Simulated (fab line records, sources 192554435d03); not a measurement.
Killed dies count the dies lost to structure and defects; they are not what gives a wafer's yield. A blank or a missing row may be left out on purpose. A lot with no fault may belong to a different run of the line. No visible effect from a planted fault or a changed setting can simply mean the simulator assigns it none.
One fault seen from 2 desks | flow n5 finfet | every desk sees just its own numbers, and what lay behind them comes last

METROLOGY DESK
Lot by lot, what the gauges showed, no matter which tool ran the lot: averages of those sampled wafers that carry a number. A lot is out of limits, marked OUT, if its mean lies more than 4 standard deviations from the usual mean; the brackets give that distance. Shown are 7 of the 12 readings it has, namely the first that went out of limits plus those furthest out on some lot.
Columns: A = CJ_P at N5_BEOL_M4_RC_MEAS_101, usual 5.82; B = DIBL_N at N5_BEOL_M4_RC_MEAS_101, usual 35.9 mV/V; C = DIBL_P at N5_BEOL_M4_RC_MEAS_101, usual 36.2 mV/V; D = IOFF_P at N5_BEOL_M4_RC_MEAS_101, usual 0.22 nA/um; E = ION_N at N5_BEOL_M4_RC_MEAS_101, usual 676 uA/um; F = SS_P at N5_BEOL_M4_RC_MEAS_101, usual 73.2 mV/dec; G = VT_P at N5_BEOL_M4_RC_MEAS_101, usual -250 mV
lot  | first seen here | A              | B    | C    | D    | E   | F    | G
L874 | day 1 12:38     | 5.74           | 35.9 | 36.0 | 0.25 | 680 | 72.9 | -246
L876 | day 2 00:47     | 5.94           | 35.1 | 34.6 | 0.17 | 669 | 72.4 | -252
L877 | day 2 06:38     | 6.11           | 32.1 | 33.1 | 0.16 | 658 | 71.9 | -251
L881 | day 3 06:46     | 2.92 (-15) OUT | 35.6 | 36.8 | 0.28 | 676 | 74.0 | -246
L883 | day 3 18:46     | 3.02 (-14) OUT | 36.4 | 39.6 | 0.35 | 680 | 74.5 | -242
L893 | day 6 06:46     | 5.54           | 38.0 | 39.0 | 0.26 | 681 | 73.7 | -246
L894 | day 6 12:41     | 5.61           | 37.3 | 38.0 | 0.27 | 686 | 73.3 | -247
L895 | day 6 18:40     | 6.02           | 35.2 | 33.8 | 0.20 | 670 | 72.6 | -251
L896 | day 7 00:40     | 5.83           | 36.7 | 36.4 | 0.23 | 684 | 73.4 | -248
L897 | day 7 06:38     | 5.96           | 35.6 | 35.8 | 0.15 | 676 | 73.0 | -258
Finding of this desk: L881, L883 out of limits, first seen on L881 at day 9 22:11 (CJ_P at N5_BEOL_M4_RC_MEAS_101). In limits: L874, L876, L877, L893, L894, L895, L896, L897.

TOOL OWNER'S DESK, implanter-01
The tool's own readings at N5_WELL_APT_IMPLANT_15, given as means over the sampled wafers that have a number, one for each lot that went through this tool. A lot is out of limits, marked OUT, if its mean lies more than 4 standard deviations from the usual mean; the brackets give that distance.
Columns: A = dose ions cm2 at N5_WELL_APT_IMPLANT_15, usual 1.4999e+13; B = faraday current uA at N5_WELL_APT_IMPLANT_15, usual 191; C = rotation deg at N5_WELL_APT_IMPLANT_15, usual 0.001 degrees
lot  | first seen here | A                            | B            | C
L874 | day 1 14:16     | 1.4997e+13                   | 197          | -0.016
L876 | day 2 02:31     | 1.4993e+13                   | 189          | 0.000
L881 | day 3 08:10     | 3.8437e+12 (-99 or more) OUT | 50 (-35) OUT | -0.016
L883 | day 3 20:08     | 3.8867e+12 (-99 or more) OUT | 49 (-36) OUT | -0.008
L893 | day 6 08:10     | 1.4998e+13                   | 188          | -0.008
L894 | day 6 13:58     | 1.5018e+13                   | 192          | 0.015
L895 | day 6 20:17     | 1.4985e+13                   | 191          | -0.015
L896 | day 7 02:05     | 1.5001e+13                   | 192          | 0.023
L897 | day 7 09:52     | 1.5015e+13                   | 191          | 0.014
Finding of this desk: L881, L883 out of limits; the first was L881 at day 3 08:10, on dose ions cm2 at N5_WELL_APT_IMPLANT_15. In limits: L874, L876, L893, L894, L895, L896, L897.

PUT TOGETHER
On L881, L883, at day 3 08:10, an alarm was possible from the tool owner's desk.
On L881, L883, the metrology desk was in a position to raise an alarm at day 9 22:11.
Every lot named ran N5_WELL_APT_IMPLANT_15 on implanter-01.

WHAT HAD BEEN PUT IN BY THE SIMULATOR
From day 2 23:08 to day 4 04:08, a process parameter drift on implanter-01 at N5_WELL_APT_IMPLANT_15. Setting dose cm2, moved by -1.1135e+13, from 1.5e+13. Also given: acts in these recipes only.
Shown lots that were struck: L881, L883.
Counting hours from when the fault started, the first reading out of limits came at 9 for the tool owner's desk and at 167 for the metrology desk.
